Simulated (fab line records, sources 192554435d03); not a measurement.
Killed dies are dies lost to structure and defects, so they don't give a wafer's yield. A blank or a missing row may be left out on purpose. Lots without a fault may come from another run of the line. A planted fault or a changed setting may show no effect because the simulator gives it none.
One fault seen from 2 desks | flow n5_finfet | each desk has only its own numbers; what lay behind them comes last

THE METROLOGY DESK
What the gauges read, lot by lot, whatever tool the lot ran on: means of the sampled wafers that have a number. A lot is out of limits, marked OUT, if its mean lies more than 4 standard deviations from the usual mean; the brackets give that distance. Of its 13 readings 7 are shown: the one that was out of limits first, and those that lie furthest out on some lot.
Columns: A = PWELL_OVL at N5_WELL_APT_OVL_MEAS_26, usual -1 nm; B = PMOS_HMC_BLK_OVL at N5_PMOS_HMC_CHANNEL_EPI_OVL_MEAS_10, usual 0.0 nm; C = DIBL_N at N5_BEOL_M4_RC_MEAS_101, usual 36.5 mV/V; D = DIBL_P at N5_BEOL_M4_RC_MEAS_101, usual 36.6 mV/V; E = RS_NWELL at N5_BEOL_M4_RC_MEAS_101, usual 1037 ohm/sq; F = SS_N at N5_BEOL_M4_RC_MEAS_101, usual 71.6 mV/dec; G = VT_P at N5_BEOL_M4_RC_MEAS_101, usual -250 mV
lot  | first seen here | A  | B    | C    | D    | E              | F    | G
L983 | day 1 15:01     | -4 | -0.1 | 34.4 | 33.0 | 1041           | 71.0 | -249
L984 | day 1 21:31     | 3  | 0.6  | 35.6 | 36.5 | 1036           | 71.8 | -253
L985 | day 2 03:05     | -6 | -0.2 | 36.3 | 36.4 | 1039           | 71.8 | -252
L987 | day 2 14:59     | -2 | 0.1  | 36.3 | 35.2 | 1040           | 71.0 | -247
L989 | day 3 02:50     | 3  | -0.8 | 36.1 | 36.9 | 1031           | 72.4 | -249
L998 | day 5 09:01     | 2  | 0.2  | 36.8 | 37.6 | 1220 (+29) OUT | 71.4 | -250
L100 | day 5 21:08     | 7  | 0.1  | 36.4 | 36.4 | 1219 (+29) OUT | 71.5 | -255
L101 | day 6 02:45     | -3 | -1.0 | 38.6 | 39.3 | 1038           | 71.9 | -250
L103 | day 6 14:44     | -2 | 0.4  | 35.8 | 35.9 | 1037           | 71.5 | -254
L105 | day 7 02:53     | 3  | 0.2  | 37.4 | 36.8 | 1045           | 71.6 | -249
This desk's finding: out of limits on L100, L998; first on L998, day 12 01:44 (RS_NWELL at N5_BEOL_M4_RC_MEAS_101). In limits: L983, L984, L985, L987, L989, L101, L103, L105.

THE TOOL OWNER'S DESK: implanter-02
The tool's own readings at N5_WELL_APT_IMPLANT_14: means of the sampled wafers that have a number, for each lot that ran on this tool. A lot is out of limits, marked OUT, if its mean lies more than 4 standard deviations from the usual mean; the brackets give that distance.
Columns: A = dose_ions_cm2 at N5_WELL_APT_IMPLANT_14, usual 1.5001e+13; B = faraday_current_uA at N5_WELL_APT_IMPLANT_14, usual 191
lot  | first seen here | A                            | B
L984 | day 1 20:29     | 1.5010e+13                   | 189
L985 | day 2 02:00     | 1.5014e+13                   | 188
L989 | day 3 01:48     | 1.5010e+13                   | 197
L998 | day 5 08:02     | 1.1127e+13 (-99 or more) OUT | 138 (-14) OUT
L100 | day 5 20:02     | 1.1149e+13 (-99 or more) OUT | 143 (-13) OUT
This desk's finding: out of limits on L100, L998; first on L998, day 5 08:02 (dose_ions_cm2 at N5_WELL_APT_IMPLANT_14). In limits: L984, L985, L989.

PUT TOGETHER
The tool owner's desk could have raised an alarm at day 5 08:02, on L100, L998.
The metrology desk could have raised an alarm at day 12 01:44, on L100, L998.
Of the lots named, all ran N5_WELL_APT_IMPLANT_14 on implanter-02.

WHAT THE SIMULATOR HAD PUT IN
Process parameter drift: implanter-02, from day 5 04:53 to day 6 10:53, at N5_WELL_APT_IMPLANT_14. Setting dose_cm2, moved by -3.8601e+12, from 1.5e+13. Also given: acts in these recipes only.
Lots struck among those shown: L100, L998.
Hours from the fault's start to each desk's first reading out of limits: the tool owner's desk, 3; the metrology desk, 165.
